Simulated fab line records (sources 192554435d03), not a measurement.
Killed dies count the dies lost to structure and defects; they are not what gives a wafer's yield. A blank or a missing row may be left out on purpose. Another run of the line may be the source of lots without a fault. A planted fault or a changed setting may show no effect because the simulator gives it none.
Which tool did it?	flow n5-finfet	60 wafers sampled from 20 lots at 1 step of a route of 1938

## WHAT THE GAUGES SHOWED, per wafer
N5_WELL_APT_OVL_MEAS_26.
lot	measured	on	PWELL_OVL (nm)
L074	day 1 15:17	overlay-01	-9 -8 -6
L075	day 1 21:12	overlay-01	-6 3 -2
L077	day 2 08:58	overlay-02	-1 -1 6
L078	day 2 14:58	overlay-02	3 1 2
L080	day 3 02:52	overlay-02	-4 -4 -1
L081	day 3 09:00	overlay-02	0 3 3
L082	day 3 15:34	overlay-02	5 1 5
L083	day 3 21:02	overlay-02	1 2 3
L084	day 4 03:38	overlay-01	0 7 -2
L085	day 4 08:50	overlay-01	-4 -1 -13
L086	day 4 15:16	overlay-02	7 4 4
L087	day 4 21:44	overlay-01	-2 -3 -4
L088	day 5 02:54	overlay-01	-5 -17 -13
L089	day 5 09:10	overlay-01	-5 -3 2
L090	day 5 15:01	overlay-01	-5 -7 3
L092	day 6 03:16	overlay-02	3 -1 -1
L094	day 6 14:55	overlay-01	-3 -2 2
L095	day 6 21:39	overlay-02	-6 -3 2
L096	day 7 03:07	overlay-02	3 -1 1
L097	day 7 09:19	overlay-01	-3 -6 -8

## TOOL THAT RAN EACH LOT (tool first, then ch and the chambers of the sampled wafers, then the start)
No process step before these readings appears in the record.

## AS READ BY THE TOOLS THEMSELVES (means over the sampled wafers that have a number; for cases with no such wafer, the mark the record gives instead)
The record holds no such reading with a usual standard deviation.

## THE ANSWER, worked out from the rows above alone
Rule: what is usual is taken from the lots themselves. Put in order of their means at a reading, lots are off if they are a third of the lots or fewer, leave a main group of 4 or more, and stand apart from it by a gap of 3 or more times the standard deviation of the main group's means; of several such gaps the widest counts. A main group is skipped when, at the precision printed for the reading in the tables above, its means are all equal. A lot without any number at a reading at which 4 lots or more have one is off too. Any other lot the step has rows for is counted as sound. The gauges are gone through in route order, then the tools' own readings, and for those a lot's mean is taken as printed above. The first step at which some lot is off is used, and at that step the reading that is off furthest; a lot without a number counts as furthest.
None of the lots is off at any reading shown; this tells nothing.

## WHAT THE SIMULATOR HAD PUT IN
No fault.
